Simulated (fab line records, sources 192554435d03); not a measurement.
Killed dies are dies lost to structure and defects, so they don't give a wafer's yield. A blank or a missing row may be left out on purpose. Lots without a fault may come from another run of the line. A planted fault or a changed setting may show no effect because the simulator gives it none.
Problem report in the 8D (eight disciplines) form, filled by code | flow n5_finfet | the parts of the form that need people (team, actions taken, sign-off) are left out

1. THE PROBLEM
cd_nm at N5_STI_FIN_REVEAL_CD_MEAS_22 reads a mean of 8.26 nm on 6 wafers of 2 lots; wafers without a fault read 6.28 nm with a standard deviation of 0.24. That is +8.2 standard deviations from the usual mean.
The step: target cd 6.238 nm, pitch 28 nm.
First seen on wafer L261.1, day 6 12:19, on cd_sem-01. The record holds 24 wafers of 8 lots with a number at this step. Rule for "out", or "out of limits": more than 4 standard deviations from the usual mean. The other wafers with a number count as sound.

2. WHAT IT IS AND WHAT IT IS NOT
question                    | is                     | is not
which readings at this step | cd_nm                  | -
which lots                  | L261, L262             | L246, L252, L260, L263, L264, L267
which wafers of those lots  | all that have a number | -
read on which gauges        | cd_sem-01, cd_sem-03   | cd_sem-02
when                        | from day 6 12:19       | up to then (9 sound wafers); but 9 sound wafers of L263, L264, L267 came after

3. SUSPECTS, AND WHAT RULES EACH OUT
Counting: a tool at a process step up to the reading stays a suspect if it ran every lot that is out and no sound lot after the first of them.
- the gauge at N5_STI_FIN_REVEAL_CD_MEAS_22: ruled out. The wafers that are out were read on 2 gauges (cd_sem-01, cd_sem-03).
- vapor_etch-01 at N5_FIN_CUT_PRECLEAN_35 (cleans in vHF, time 13.3 s): ruled out as a lasting fault. Sound lots L263, L264 ran on it after its first lot that is out, L261 (day 6 03:14).
- vapor_etch-02 at N5_STI_FIN_REVEAL_RECESS_09 (chemistry HF/NH3, target SiO2, afs cycles 11, target depth 42.5 nm, sublimation time 60 s): ruled out as a lasting fault. Sound lots L263, L264, L267 ran on it after its first lot that is out, L261 (day 6 09:39).
- rie_si-04 at N5_STI_FIN_REVEAL_ETCH_34 (etches Si in H2, material Si, target depth 0.97 nm): ruled out as a lasting fault. Sound lots L263, L267 ran on it after its first lot that is out, L261 (day 6 11:44).
Left after counting: nothing in the record.

4. THE CAUSE (what the simulator had put in)
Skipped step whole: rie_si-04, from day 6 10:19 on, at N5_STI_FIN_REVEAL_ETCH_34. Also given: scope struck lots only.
Counting ruled it out, wrongly: the rule takes a fault to strike every lot that its tool runs from its start on, and this one did not.

5. THE CHAIN OF EFFECTS, in route order
Each row: a reading whose mean over the struck wafers that have a number lies more than 3 standard deviations from the usual. Only readings for which the record gives a usual standard deviation are gone through. hours: the time from each lot's start at the first step in this table that gives one to its start at this step, as a median over the lots. sigmas: the change in usual standard deviations.
hours | step                         | reading        | usual          | on struck wafers | change    | sigmas
0     | N5_STI_FIN_REVEAL_CD_MEAS_22 | cd_nm          | 6.28 nm        | 8.26             | +1.98     | +8.2
160   | N5_BEOL_M4_RC_MEAS_101       | DIBL_N         | 36.4 mV/V      | 48.9             | +12.5     | +8.9
160   | N5_BEOL_M4_RC_MEAS_101       | DIBL_P         | 36.4 mV/V      | 52.8             | +16.4     | +11
160   | N5_BEOL_M4_RC_MEAS_101       | IOFF_N         | 0.156 nA/um    | 0.814            | +0.658    | +30
160   | N5_BEOL_M4_RC_MEAS_101       | IOFF_N_85C     | 3.0 nA/um      | 12.2             | +9.2      | +25
160   | N5_BEOL_M4_RC_MEAS_101       | IOFF_N_LIN     | 0.072 nA/um    | 0.375            | +0.303    | +34
160   | N5_BEOL_M4_RC_MEAS_101       | IOFF_N_LONG    | 5.45e-05 nA/um | 8.74e-05         | +3.29e-05 | +12
160   | N5_BEOL_M4_RC_MEAS_101       | IOFF_P         | 0.210 nA/um    | 0.723            | +0.513    | +22
160   | N5_BEOL_M4_RC_MEAS_101       | IOFF_P_85C     | 3.6 nA/um      | 10.2             | +6.6      | +20
160   | N5_BEOL_M4_RC_MEAS_101       | IOFF_P_LIN     | 0.099 nA/um    | 0.328            | +0.229    | +27
160   | N5_BEOL_M4_RC_MEAS_101       | IOFF_P_LONG    | 0.000106 nA/um | 0.000133         | +0.000027 | +3.7
160   | N5_BEOL_M4_RC_MEAS_101       | ION_N          | 675 uA/um      | 775              | +100      | +11
160   | N5_BEOL_M4_RC_MEAS_101       | ION_P          | 463 uA/um      | 510              | +47       | +8.2
160   | N5_BEOL_M4_RC_MEAS_101       | REXT_N         | 75.8 ohm.um    | 66.6             | -9.2      | -5.1
160   | N5_BEOL_M4_RC_MEAS_101       | REXT_P         | 99.9 ohm.um    | 89.4             | -10.5     | -5.0
160   | N5_BEOL_M4_RC_MEAS_101       | SS_N           | 71.6 mV/dec    | 74.2             | +2.6      | +5.7
160   | N5_BEOL_M4_RC_MEAS_101       | SS_P           | 73.3 mV/dec    | 77.5             | +4.2      | +7.5
160   | N5_BEOL_M4_RC_MEAS_101       | VT_N           | 250 mV         | 222              | -28       | -8.9
160   | N5_BEOL_M4_RC_MEAS_101       | VT_N_LONG      | 275.5 mV       | 258.9            | -16.6     | -7.2
160   | N5_BEOL_M4_RC_MEAS_101       | VT_N_LVT       | 99 mV          | 70               | -29       | -9.4
160   | N5_BEOL_M4_RC_MEAS_101       | VT_P           | -250.3 mV      | -234.7           | +15.6     | +6.8
160   | N5_BEOL_M4_RC_MEAS_101       | VT_P_LONG      | -275.4 mV      | -266.8           | +8.6      | +3.1
160   | N5_BEOL_M4_RC_MEAS_101       | VT_P_LVT       | -99.2 mV       | -82.7            | +16.5     | +8.3
270   | N5_PASSIVATION_PROBE_49      | sort_n_pass    | 1080           | 2                | -1078     | -72
270   | N5_PASSIVATION_PROBE_49      | sort_yield_pct | 91.5 %         | 0.1              | -91.4     | -70
The process steps in it:
- N5_PASSIVATION_PROBE_49
Readings that are blank on the struck wafers while sound wafers have them: chamber_pressure_mTorr at N5_STI_FIN_REVEAL_ETCH_34; drypump_motor_current_A at N5_STI_FIN_REVEAL_ETCH_34; he_flow_sccm at N5_STI_FIN_REVEAL_ETCH_34; oes_product_au at N5_STI_FIN_REVEAL_ETCH_34; throttle_valve_pct at N5_STI_FIN_REVEAL_ETCH_34.

6. WHAT WOULD HAVE CAUGHT IT SOONER
In this record the first reading out of limits at a measuring or inspecting step was taken at day 6 12:19, 2 hours after the fault began at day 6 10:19.
At N5_STI_FIN_REVEAL_ETCH_34 the tool's readings are blank on the struck wafers, where sound wafers have them: an empty tool record is the first sign, and it was there at once.
